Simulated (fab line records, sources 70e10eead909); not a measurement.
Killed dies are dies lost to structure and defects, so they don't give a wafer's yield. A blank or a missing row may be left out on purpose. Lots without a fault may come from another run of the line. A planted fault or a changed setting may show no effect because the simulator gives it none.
Chamber matching | flow nand_harc | NHARC_A_STAIRCASE_CMP_152 on cmp-02: 4 sister chambers
The step polishes. 8 wafers are shown with their chamber, then 12 later ones without.

WAFERS WITH THEIR CHAMBER
wafer  | chamber | motor_current_A (A)
L085.5 | 1       | 12.6
L089.1 | 3       | 10.3
L089.3 | 1       | 13.0
L090.3 | 2       | 12.2
L090.6 | 0       | 13.6
L088.4 | 2       | 12.5
L088.5 | 0       | 13.1
L088.6 | 3       | 10.2

WAFERS WITHOUT THEIR CHAMBER
wafer  | motor_current_A (A)
L092.1 | 13.2
L092.5 | 12.8
L092.6 | 12.8
L095.1 | 10.4
L095.4 | 13.6
L095.5 | 12.6
L096.2 | 12.3
L096.5 | 12.5
L096.6 | 12.4
L096.1 | 10.7
L096.3 | 12.5
L096.4 | 12.7

WHICH CHAMBER EACH WENT THROUGH
wafer  | from the rows above     | in truth
L092.1 | can't be placed: 0 or 1 | 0
L092.5 | can't be placed: 1 or 2 | 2
L092.6 | can't be placed: 1 or 2 | 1
L095.1 | 3                       | 3
L095.4 | 0                       | 0
L095.5 | can't be placed: 1 or 2 | 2
L096.2 | can't be placed: 2 or 1 | 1
L096.5 | can't be placed: 2 or 1 | 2
L096.6 | can't be placed: 2 or 1 | 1
L096.1 | 3                       | 3
L096.3 | can't be placed: 2 or 1 | 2
L096.4 | can't be placed: 1 or 2 | 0
Placed correctly: 3 of 12. Can't be placed from these rows: 9 (the true chamber is among the candidates in 8). Placed wrongly: 0.
How it was worked out, from the rows above alone: a wafer's distance from a chamber is the root of the sum, over the readings, of the square of ((its reading less the chamber's mean) divided by the reading's scatter). The wafer belongs to the nearest chamber; if the next one is less than 2 further off, it can't be placed. A chamber's mean is the mean of its shown wafers. The scatter: the root of (the sum of the squares of (reading less its chamber's mean) over the shown wafers, divided by (wafers less chambers)).
